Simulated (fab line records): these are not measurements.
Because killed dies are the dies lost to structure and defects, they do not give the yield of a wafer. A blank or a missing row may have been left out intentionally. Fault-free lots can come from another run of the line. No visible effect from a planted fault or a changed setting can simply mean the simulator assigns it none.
fab line records	flow n5Finfet
record: lots: 7	wafers: 39
route steps=1938 shown FIN_SAQP@120 FIN_CUT@160 DUMMY_GATE@246 SD_EPI_N@278 HKMG_FIN@435
startH: start of the lot's first displayed wafer, in hours after the record's first day	waitH: hours since the lot's step before	" same as the row above	L1.1+2: one row covering several wafers at once	- no value, or no start given	* or withheld: withheld	< > ~ a bound
route shown NAME@n: a module of which the file shows steps, and the number in the route of the first	usual: average and standard deviation across the fault-free wafers	same: alike in all rows	chamber/n: place in a boat	sites: readings site by site	_std_site: how widely they spread, as a standard deviation	_edge_site: mean of outer sites minus mean of inner sites	radiusMm: for every site, how far away it sits from the centre of the wafer	mask NAME#n: copy n	behind: the last tool/chamber to shape the wafer	hold: what put the lot on hold/how long, in hours/how the hold closed	device: the n, p or np transistor that did not switch	end of line: tests run on the same wafers once the route is complete	a step with no rows: only its recipe	killed: the dies lost at the first sort to structure and to defects; this is not the yield of the wafer	map: a wafer's dies, marking killed ones x, the rest . and places with no die _
set.NAME: the setting as run; set.NAME@STEP: as run at that earlier step	model.NAME: the simulator's own value behind a step, which no gauge read
lots where settings were altered on purpose, with a table for each step and a row for each wafer
== steps ==
step: N5_FIN_SAQP_MANDREL_ETCH_22
recipe: targetDepthA: 600	chemistry: HBr/Cl2	target: a-Si	stopOn: SiNx	btTimeS: 10	overEtchFrac: 0.5	timeS: 30	pressureMtorr: 10	icpW: 800	biasW: 75	HBr_flow_sccm: 150	Cl2_flow_sccm: 80	ends: endPoint
lot.wafer	tool	chamber	startH	waitH	set.icpW	model.SOC_of_FIN_SAQP_COAT_49.thkNm
L074.1	rieSi-06	0	22.71	0.0	800	76.51
L074.2	"	1	"	"	800	76.4
L074.6	"	2	"	"	800	76.12
L075.1	rieSi-06	3	28.49	0.0	800	75.89
L075.2	"	1	"	"	800	75.78
L075.3	"	2	"	"	800	75.34
L075.4	"	0	"	"	800	75.88
L075.5	"	0	"	"	800	76.11
L075.6	"	1	"	"	800	75.97
L083.1	rieSi-04	0	76.54	0.0	800	75.53
L083.2	"	3	"	"	800	75.97
L083.3	"	1	"	"	800	75.5
L083.4	"	2	"	"	800	76.1
L083.5	"	0	"	"	800	75.85
L083.6	"	1	"	"	800	75.27
L084.1	rieSi-06	0	83.64	0.0	800	76.13
L084.2	"	3	"	"	800	76.03
L084.3	"	2	"	"	800	75.62
L084.4	"	1	"	"	800	76.02
L084.5	"	2	"	"	800	75.91
L084.6	"	1	"	"	800	76.67
L085.1	rieSi-06	2	89.69	0.0	943.1	74.75
L085.2	"	3	"	"	943.1	75.06
L085.3	"	0	"	"	943.1	74.77
L085.4	"	1	"	"	800	76.42
L085.5	"	1	"	"	800	76.36
L085.6	"	0	"	"	800	76.23
L087.1	rieSi-02	3	102.22	0.0	920	75.13
L087.2	"	0	"	"	920	74.91
L087.3	"	1	"	"	800	76.28
L087.4	"	2	"	"	800	76.22
L087.5	"	0	"	"	800	76.3
L087.6	"	1	"	"	920	75.15
L088.1	rieSi-02	1	107.05	0.0	888.9	74.99
L088.2	"	0	"	"	800	75.57
L088.3	"	3	"	"	888.9	74.58
L088.4	"	2	"	"	800	75.91
L088.5	"	1	"	"	800	75.74
L088.6	"	0	"	"	888.9	74.56
step: N5_FIN_CUT_EXPOSE_05
recipe: maskId: FIN_CUT	na: 0.33	sourceShape: annular	sigmaInner: 0.35	sigmaOuter: 0.8	polarization: unpolarized	doseMj: 45.75
lot.wafer	tool	chamber	startH	waitH	mask	set.doseMj
L074.1+2+6	euvScanner-01	0	27.02	-	FIN_CUT#0	45.75
L075.1+2+3+4+5+6	euvScanner-01	0	32.51	-	FIN_CUT#0	45.75
L083.1+3+4	euvScanner-01	0	80.94	-	FIN_CUT#0	45.75
L083.2+5+6	"	0	"	"	FIN_CUT#0	49.17
L084.1+4+5	euvScanner-01	0	88.12	-	FIN_CUT#0	43.3
L084.2+3+6	"	0	"	"	FIN_CUT#0	45.75
L085.1+3+4	euvScanner-01	0	94.96	-	FIN_CUT#0	47.6
L085.2+5+6	"	0	"	"	FIN_CUT#0	45.75
L087.1+4+6	euvScanner-01	0	106.69	-	FIN_CUT#0	45.75
L087.2+3+5	"	0	"	"	FIN_CUT#0	42.63
L088.1+4+6	euvScanner-01	0	111.79	-	FIN_CUT#0	45.75
L088.2+3+5	"	0	"	"	FIN_CUT#0	42.51
step: N5_FIN_CUT_PEB_06
recipe: pebTempC: 100	pebTimeS: 60	resist: CAR-EUV
step: N5_FIN_CUT_DEVELOP_07
recipe: developTimeS: 30	developer: TMAH	resist: CAR-EUV	rinseLiquid: surfactantRinse	dry: airSpin	devTempC: 23
step: N5_FIN_CUT_CD_MEAS_08
recipe: targetCdNm: 29.1	landingEnergyEv: 500	detector: seInlens	polarity: opening
usual: cdNm: 29.06/0.22
lot.wafer	tool	chamber	startH	waitH	set.doseMj@FIN_CUT_EXPOSE_05	cdNm
L074.1	cdSem-02	0	27.16	-	45.75	29.06
L074.2	"	0	"	"	45.75	29.01
L074.6	"	0	"	"	45.75	29.18
L075.1	cdSem-01	0	32.65	-	45.75	29.07
L075.2	"	0	"	"	45.75	29.13
L075.3	"	0	"	"	45.75	29.16
L075.4	"	0	"	"	45.75	29.39
L075.5	"	0	"	"	45.75	28.92
L075.6	"	0	"	"	45.75	29.19
L083.1	cdSem-03	0	81.07	-	45.75	29.09
L083.2	"	0	"	"	49.17	30.40
L083.3	"	0	"	"	45.75	29.09
L083.4	"	0	"	"	45.75	28.70
L083.5	"	0	"	"	49.17	30.16
L083.6	"	0	"	"	49.17	30.58
L084.1	cdSem-03	0	88.26	-	43.3	28.32
L084.2	"	0	"	"	45.75	29.27
L084.3	"	0	"	"	45.75	29.38
L084.4	"	0	"	"	43.3	28.42
L084.5	"	0	"	"	43.3	28.08
L084.6	"	0	"	"	45.75	28.83
L085.1	cdSem-02	0	95.10	-	47.6	29.70
L085.2	"	0	"	"	45.75	28.99
L085.3	"	0	"	"	47.6	29.75
L085.4	"	0	"	"	47.6	29.96
L085.5	"	0	"	"	45.75	29.06
L085.6	"	0	"	"	45.75	29.36
L087.1	cdSem-03	0	106.82	-	45.75	29.15
L087.2	"	0	"	"	42.63	27.65
L087.3	"	0	"	"	42.63	28.14
L087.4	"	0	"	"	45.75	28.78
L087.5	"	0	"	"	42.63	27.65
L087.6	"	0	"	"	45.75	28.85
L088.1	cdSem-02	0	111.92	-	45.75	28.81
L088.2	"	0	"	"	42.51	27.75
L088.3	"	0	"	"	42.51	27.80
L088.4	"	0	"	"	45.75	28.71
L088.5	"	0	"	"	42.51	28.08
L088.6	"	0	"	"	45.75	29.08
step: N5_FIN_CUT_DESCUM_13
recipe: chemistry: O2	timeS: 7	sourcePowerW: 50	biasPowerW: 20	pressureMtorr: 20	rfFrequencyHz: 2.712e+07	tempC: 40	resist: CAR-EUV	o2FlowSccm: 225
step: N5_FIN_CUT_ETCH_30
recipe: chemistry: N2/H2	target: underlayer	targetDepthA: 130	maskMaterial: CAR-EUV	timeS: 10.4	ionEnergyEv: 200	pressureMtorr: 30	sourceW: 840	biasW: 150	n2FlowSccm: 200	h2FlowSccm: 200	ends: cleared
lot.wafer	tool	chamber	startH	waitH	set.doseMj@FIN_CUT_EXPOSE_05	model.FIN_CUT.cdOffsetNm
L074.1+2	rieDiel-02	1,3	27.52	0.0	45.75	-0.2
L074.6	"	3	"	"	45.75	0
L075.1+2+3+4+5	rieDiel-03	0,2,3,1,0	32.84	0.0	45.75	0
L075.6	"	3	"	"	45.75	-0.2
L083.1+3	rieDiel-05	2,3	81.24	0.0	45.75	0
L083.2+5	"	0,3	"	"	49.17	1.2
L083.4	"	2	"	"	45.75	-0.2
L083.6	"	0	"	"	49.17	1.4
L084.1	rieDiel-05	0	88.48	0.0	43.3	-0.6
L084.2+3	"	2,3	"	"	45.75	0
L084.4+5	"	1,2	"	"	43.3	-1
L084.6	"	1	"	"	45.75	0.2
L085.1+3	rieDiel-05	2,1	95.47	0.0	47.6	0.6
L085.2+6	"	3,2	"	"	45.75	0
L085.4	"	0	"	"	47.6	0.8
L085.5	"	1	"	"	45.75	-0.2
L087.1+4+6	rieDiel-03	3,1,1	106.98	0.0	45.75	0
L087.2+3+5	"	0,2,0	"	"	42.63	-1.2
L088.1	rieDiel-02	3	112.08	0.0	45.75	0
L088.2+3	"	0,2	"	"	42.51	-1.4
L088.4+6	"	0,2	"	"	45.75	-0.2
L088.5	"	3	"	"	42.51	-1.2
step: N5_FIN_CUT_ETCH_20
recipe: chemistry: CF4	target: SiARC	targetDepthA: 260	maskMaterial: CAR-EUV	timeS: 43.3	ionEnergyEv: 80	pressureMtorr: 40	sourceW: 545	biasW: 36	Ar_flow_sccm: 100	cf4FlowSccm: 100	ends: cleared
lot.wafer	tool	chamber	startH	waitH	set.doseMj@FIN_CUT_EXPOSE_05	model.FIN_CUT.cdOffsetNm
L074.1+2	rieDiel-02	1,3	27.54	0.0	45.75	-0.2
L074.6	"	3	"	"	45.75	0
L075.1+2+3+6	rieDiel-03	0,2,3,3	32.86	0.0	45.75	0
L075.4+5	"	1,0	"	"	45.75	0.2
L083.1+4	rieDiel-05	2	81.26	0.0	45.75	-0.2
L083.2+6	"	0	"	"	49.17	1.4
L083.3	"	3	"	"	45.75	0
L083.5	"	3	"	"	49.17	1
L084.1	rieDiel-05	0	88.50	0.0	43.3	-0.6
L084.2+3	"	2,3	"	"	45.75	0
L084.4+5	"	1,2	"	"	43.3	-1
L084.6	"	1	"	"	45.75	0.2
L085.1+3	rieDiel-05	2,1	95.49	0.0	47.6	0.6
L085.2	"	3	"	"	45.75	0.2
L085.4	"	0	"	"	47.6	1
L085.5+6	"	1,2	"	"	45.75	-0.2
L087.1	rieDiel-03	3	107.00	0.0	45.75	0
L087.2+3+5	"	0,2,0	"	"	42.63	-1
L087.4+6	"	1	"	"	45.75	0.2
L088.1+6	rieDiel-02	3,2	112.10	0.0	45.75	-0.2
L088.2+3	"	0,2	"	"	42.51	-1.4
L088.4	"	0	"	"	45.75	0
L088.5	"	3	"	"	42.51	-1.2
step: N5_FIN_CUT_ETCH_21
recipe: chemistry: N2/H2	target: SOC	targetDepthA: 2190	overetchA: 438	maskMaterial: SiARC	tempC: 40	ionEnergyEv: 100	biasW: 61	timeS: 523.5	pressureMtorr: 30	sourceW: 850	n2FlowSccm: 200	h2FlowSccm: 200
lot.wafer	tool	chamber	startH	waitH	set.doseMj@FIN_CUT_EXPOSE_05	model.FIN_CUT.cdOffsetNm
L074.1	rieDiel-02	1	27.57	0.0	45.75	-0.8
L074.2+6	"	3	"	"	45.75	0
L075.1+2	rieDiel-03	0,2	32.90	0.0	45.75	0
L075.3+5	"	3,0	"	"	45.75	0.4
L075.4+6	"	1,3	"	"	45.75	0.2
L083.1	rieDiel-05	2	81.29	0.0	45.75	-0.8
L083.2+6	"	0	"	"	49.17	1.4
L083.3	"	3	"	"	45.75	-0.2
L083.4	"	2	"	"	45.75	-0.4
L083.5	"	3	"	"	49.17	0.8
L084.1	rieDiel-05	0	88.54	0.0	43.3	-0.6
L084.2	"	2	"	"	45.75	-0.2
L084.3+6	"	3,1	"	"	45.75	0.2
L084.4	"	1	"	"	43.3	-1
L084.5	"	2	"	"	43.3	-1.2
L085.1	rieDiel-05	2	95.53	0.0	47.6	0.2
L085.2+5	"	3,1	"	"	45.75	0
L085.3	"	1	"	"	47.6	1
L085.4	"	0	"	"	47.6	1.2
L085.6	"	2	"	"	45.75	-0.2
L087.1	rieDiel-03	3	107.04	0.0	45.75	0.2
L087.2	"	0	"	"	42.63	-1.2
L087.3	"	2	"	"	42.63	-1.6
L087.4+6	"	1	"	"	45.75	-0.2
L087.5	"	0	"	"	42.63	-1.4
L088.1	rieDiel-02	3	112.14	0.0	45.75	0
L088.2	"	0	"	"	42.51	-1.8
L088.3	"	2	"	"	42.51	-0.8
L088.4	"	0	"	"	45.75	-0.6
L088.5	"	3	"	"	42.51	-1.2
L088.6	"	2	"	"	45.75	0.2
step: N5_FIN_CUT_STRIP_23
recipe: chemistry: N2/H2	tempC: 40	n2FlowSccm: 200	h2FlowSccm: 200	rfFrequencyHz: 6e+07
step: N5_FIN_CUT_STRIP_31
recipe: chemistry: N2/H2	tempC: 40	n2FlowSccm: 200	h2FlowSccm: 200	rfFrequencyHz: 6e+07
step: N5_FIN_CUT_PRECLEAN_35
recipe: timeS: 13.3	tempC: 45	pressureTorr: 125	pHfTorr: 3	pCoreactantTorr: 25	chemistry: vHF
step: N5_FIN_CUT_CUT_ETCH_15
recipe: chemistry: HBr/Cl2/O2	target: Si	targetDepthA: 1000	btTimeS: 10	maskMaterial: SOC	timeS: 42.4	ionEnergyEv: *	biasW: *	pressureMtorr: 10	icpW: 800	HBr_flow_sccm: 150	Cl2_flow_sccm: 80	O2_flow_sccm: 12
step: N5_FIN_CUT_CUT_ETCH_28
recipe: chemistry: HBr/Cl2/O2	target: Si	targetDepthA: 60	maskMaterial: SOC	timeS: 2.4	ionEnergyEv: *	biasW: *	pressureMtorr: 10	icpW: 800	HBr_flow_sccm: 150	Cl2_flow_sccm: 80	O2_flow_sccm: 12
lot.wafer	tool	chamber	startH	waitH	set.doseMj@FIN_CUT_EXPOSE_05	model.FIN_CUT.cdOffsetNm
L074.1	rieSi-05	1	28.17	0.0	45.75	-0.6
L074.2	"	2	"	"	45.75	0
L074.6	"	1	"	"	45.75	0.2
L075.1+2	rieSi-05	1,0	33.49	0.0	45.75	-0.2
L075.3+4+5	"	2,3,3	"	"	45.75	0.2
L075.6	"	2	"	"	45.75	0
L083.1	rieSi-03	1	81.89	0.0	45.75	-0.6
L083.2+6	"	3	"	"	49.17	1.4
L083.3+4	"	0,2	"	"	45.75	-0.2
L083.5	"	0	"	"	49.17	0.8
L084.1	rieSi-01	1	89.60	0.0	43.3	-0.8
L084.2	"	3	"	"	45.75	-0.4
L084.3	"	2	"	"	45.75	0
L084.4	"	0	"	"	43.3	-1.2
L084.5	"	3	"	"	43.3	-1.6
L084.6	"	2	"	"	45.75	-0.2
L085.1	rieSi-05	3	96.48	0.0	47.6	0
L085.2	"	2	"	"	45.75	0
L085.3	"	0	"	"	47.6	1
L085.4	"	1	"	"	47.6	1.2
L085.5	"	3	"	"	45.75	0.2
L085.6	"	0	"	"	45.75	-0.4
L087.1	rieSi-03	0	107.63	0.0	45.75	0
L087.2	"	3	"	"	42.63	-1.4
L087.3	"	2	"	"	42.63	-1.8
L087.4	"	2	"	"	45.75	-0.4
L087.5	"	3	"	"	42.63	-1.6
L087.6	"	0	"	"	45.75	-0.2
L088.1	rieSi-03	2	112.73	0.0	45.75	0.2
L088.2	"	0	"	"	42.51	-1.4
L088.3	"	1	"	"	42.51	-0.4
L088.4	"	3	"	"	45.75	-0.2
L088.5	"	3	"	"	42.51	-1
L088.6	"	2	"	"	45.75	0.8
step: N5_DUMMY_GATE_ETCH_32
recipe: chemistry: CF4	target: SiO2	targetDepthA: 35	timeS: 3.9	ionEnergyEv: 350	pressureMtorr: 10	icpW: 800	biasW: 400	cf4FlowSccm: 80
lot.wafer	tool	chamber	startH	waitH	set.timeS	model.etch.depthNm
L074.1	rieSi-01	1	47.45	0.1	3.9	3.376
L074.2	"	3	"	"	3.9	3.48
L074.6	"	2	"	"	3.9	3.528
L075.1	rieSi-05	1	52.36	0.1	3.9	3.496
L075.2	"	0	"	"	3.9	3.601
L075.3	"	2	"	"	3.9	3.605
L075.4	"	3	"	"	3.9	3.429
L075.5	"	1	"	"	3.9	3.503
L075.6	"	2	"	"	3.9	3.614
L083.1	rieSi-05	1	102.60	0.1	3.9	3.489
L083.2	"	2	"	"	3.9	3.576
L083.3	"	0	"	"	4.71	4.267
L083.4	"	3	"	"	4.71	4.083
L083.5	"	1	"	"	3.9	3.474
L083.6	"	2	"	"	4.71	4.319
L084.1	rieSi-01	0	108.32	0.1	3.9	3.437
L084.2	"	3	"	"	3.9	3.468
L084.3	"	1	"	"	3.9	3.361
L084.4	"	2	"	"	3.9	3.531
L084.5	"	3	"	"	3.9	3.459
L084.6	"	0	"	"	3.9	3.436
L085.1	rieSi-03	3	120.73	0.1	3.218	2.892
L085.2	"	1	"	"	3.218	2.907
L085.3	"	2	"	"	3.9	3.441
L085.4	"	0	"	"	3.218	2.916
L085.5	"	2	"	"	3.9	3.478
L085.6	"	1	"	"	3.9	3.509
L087.1	rieSi-01	2	125.96	0.1	4.42	3.994
L087.2	"	0	"	"	3.9	3.42
L087.3	"	3	"	"	3.9	3.468
L087.4	"	1	"	"	3.9	3.36
L087.5	"	0	"	"	4.42	3.88
L087.6	"	3	"	"	4.42	3.964
L088.1	rieSi-03	0	132.07	0.1	3.9	3.576
L088.2	"	3	"	"	3.9	3.53
L088.3	"	1	"	"	3.9	3.54
L088.4	"	2	"	"	3.461	3.09
L088.5	"	3	"	"	3.461	3.124
L088.6	"	0	"	"	3.461	3.174
step: N5_SD_EPI_N_ETCH_45
recipe: chemistry: CH3F/O2	target: SiOCN	targetDepthA: 60	maskMaterial: SOC	ionEnergyEv: 60	biasW: 29	pressureMtorr: 15	sourceW: 410	Ar_flow_sccm: 150	CH3F_flow_sccm: 30	O2_flow_sccm: 20
lot.wafer	tool	chamber	startH	waitH	set.targetDepthA	model.etch.depthNm
L074.1	rieDiel-06	2	50.15	0.1	60	5.965
L074.2	"	0	"	"	60	5.942
L074.6	"	0	"	"	60	5.899
L075.1	rieDiel-06	1	54.48	0.1	60	5.899
L075.2	"	2	"	"	63.16	6.282
L075.3	"	3	"	"	63.16	6.198
L075.4	"	0	"	"	60	5.927
L075.5	"	1	"	"	60	5.901
L075.6	"	2	"	"	63.16	6.267
L083.1	rieDiel-06	2	105.11	0.1	57.15	5.666
L083.2	"	3	"	"	57.15	5.655
L083.3	"	0	"	"	60	5.933
L083.4	"	3	"	"	60	5.886
L083.5	"	0	"	"	60	5.962
L083.6	"	2	"	"	57.15	5.653
L084.1	rieDiel-06	0	110.70	0.1	60	5.977
L084.2	"	2	"	"	60	6.003
L084.3	"	3	"	"	60	5.927
L084.4	"	1	"	"	60	5.919
L084.5	"	0	"	"	60	6.023
L084.6	"	1	"	"	60	5.959
L085.1	rieDiel-04	3	122.70	0.1	60	6.069
L085.2	"	0	"	"	60	6.007
L085.3	"	2	"	"	60	5.878
L085.4	"	1	"	"	60	5.891
L085.5	"	0	"	"	60	5.943
L085.6	"	3	"	"	60	6.041
L087.1	rieDiel-06	3	127.93	0.1	60	6.02
L087.2	"	0	"	"	60	5.971
L087.3	"	1	"	"	54.97	5.451
L087.4	"	2	"	"	54.97	5.454
L087.5	"	0	"	"	54.97	5.47
L087.6	"	3	"	"	60	5.941
L088.1	rieDiel-01	2	134.17	0.1	60	6.062
L088.2	"	3	"	"	60	6.086
L088.3	"	1	"	"	54.27	5.574
L088.4	"	3	"	"	54.27	5.459
L088.5	"	2	"	"	54.27	5.453
L088.6	"	1	"	"	60	6.161
step: N5_HKMG_FIN_ETCH_32
recipe: chemistry: N2/H2	target: SOC	targetDepthA: 2400	tempC: 40	timeS: 300	ionEnergyEv: 200	maskMaterial: SiARC	pressureMtorr: 30	sourceW: 840	biasW: 150	n2FlowSccm: 200	h2FlowSccm: 200
usual: rfVppV: 524.0/2.1
lot.wafer	tool	chamber	startH	waitH	set.sourceW	rfVppV	model.etch.depthNm	model.HKMG_FIN.featureDepthNm
L074.1	rieDiel-06	0	76.82	0.0	840	528.7	236.5	236.6
L074.2	"	3	"	"	840	526.5	237	237
L074.6	"	1	"	"	840	523.7	238.4	238.4
L075.1	rieDiel-04	3	81.64	0.0	886	511.3	254.7	254.8
L075.2	"	2	"	"	840	521.8	235.4	235.4
L075.3	"	1	"	"	840	523.4	235.1	235
L075.4	"	0	"	"	886	514.1	249.2	249.2
L075.5	"	2	"	"	840	520.2	236.7	236.8
L075.6	"	3	"	"	886	513.6	254.5	254.6
L083.1	rieDiel-04	2	132.28	0.0	890.5	509.9	245.9	245.8
L083.2	"	1	"	"	840	523.9	233.1	233.2
L083.3	"	0	"	"	840	523.2	237.7	237.8
L083.4	"	3	"	"	890.5	509.1	253.4	253.4
L083.5	"	3	"	"	840	520.2	242.9	243
L083.6	"	2	"	"	890.5	509.3	245.9	245.8
L084.1	rieDiel-01	1	139.85	0.0	894.5	512.8	258.1	258
L084.2	"	3	"	"	840	523.8	243.9	243.8
L084.3	"	2	"	"	840	524.8	243.3	243.2
L084.4	"	1	"	"	894.5	513.3	258.3	258.4
L084.5	"	3	"	"	894.5	514.1	254.6	254.6
L084.6	"	2	"	"	840	524.2	243.2	243.2
L085.1	rieDiel-06	1	152.50	0.0	840	524.5	234.5	234.4
L085.2	"	3	"	"	782.8	537.7	224.3	224.2
L085.3	"	0	"	"	840	526.0	238.5	238.6
L085.4	"	3	"	"	782.8	540.2	225.4	225.4
L085.5	"	1	"	"	840	523.9	237.1	237
L085.6	"	0	"	"	782.8	539.0	223.1	223
L087.1	rieDiel-01	2	154.54	0.0	840	523.5	238.1	238.2
L087.2	"	0	"	"	840	524.0	246.9	247
L087.3	"	3	"	"	840	527.3	240.2	240.2
L087.4	"	1	"	"	840	524.4	243	243
L087.5	"	3	"	"	840	525.1	240.4	240.4
L087.6	"	2	"	"	840	523.2	240	240
L088.1	rieDiel-01	2	162.26	0.0	956.9	500.6	266.4	266.4
L088.2	"	1	"	"	956.9	499.8	268.5	268.4
L088.3	"	0	"	"	840	525.8	246.8	246.8
L088.4	"	2	"	"	840	524.1	240.5	240.4
L088.5	"	0	"	"	956.9	503.8	276.8	276.8
L088.6	"	1	"	"	840	523.3	241.1	241.2
== key ==
split: step: N5_FIN_SAQP_MANDREL_ETCH_22	setting: icpW	stated: 800	by: wafer
response: step: N5_FIN_SAQP_MANDREL_ETCH_22	reading: model.SOC_of_FIN_SAQP_COAT_49.thkNm	change: -0.0838	per: 1%	r: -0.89
split: step: N5_FIN_CUT_EXPOSE_05	setting: doseMj	stated: 45.75	by: wafer
response: step: N5_FIN_CUT_CD_MEAS_08	reading: cdNm	change: +0.165	per: 1%	r: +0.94
response: step: N5_FIN_CUT_ETCH_30	reading: model.FIN_CUT.cdOffsetNm	change: +0.175	per: 1%	r: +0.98
response: step: N5_FIN_CUT_ETCH_20	reading: model.FIN_CUT.cdOffsetNm	change: +0.177	per: 1%	r: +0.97
response: step: N5_FIN_CUT_ETCH_21	reading: model.FIN_CUT.cdOffsetNm	change: +0.195	per: 1%	r: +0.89
response: step: N5_FIN_CUT_CUT_ETCH_28	reading: model.FIN_CUT.cdOffsetNm	change: +0.193	per: 1%	r: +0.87
split: step: N5_DUMMY_GATE_ETCH_32	setting: timeS	stated: 3.9	by: wafer
response: step: N5_DUMMY_GATE_ETCH_32	reading: model.etch.depthNm	change: +0.0351	per: 1%	r: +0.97
split: step: N5_SD_EPI_N_ETCH_45	setting: targetDepthA	stated: 60	by: wafer
response: step: N5_SD_EPI_N_ETCH_45	reading: model.etch.depthNm	change: +0.0624	per: 1%	r: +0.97
split: step: N5_HKMG_FIN_ETCH_32	setting: sourceW	stated: 840	by: wafer
response: step: N5_HKMG_FIN_ETCH_32	reading: rfVppV	change: -1.76	per: 1%	r: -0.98
response: step: N5_HKMG_FIN_ETCH_32	reading: model.etch.depthNm	change: +2.05	per: 1%	r: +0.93
response: step: N5_HKMG_FIN_ETCH_32	reading: model.HKMG_FIN.featureDepthNm	change: +2.05	per: 1%	r: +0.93
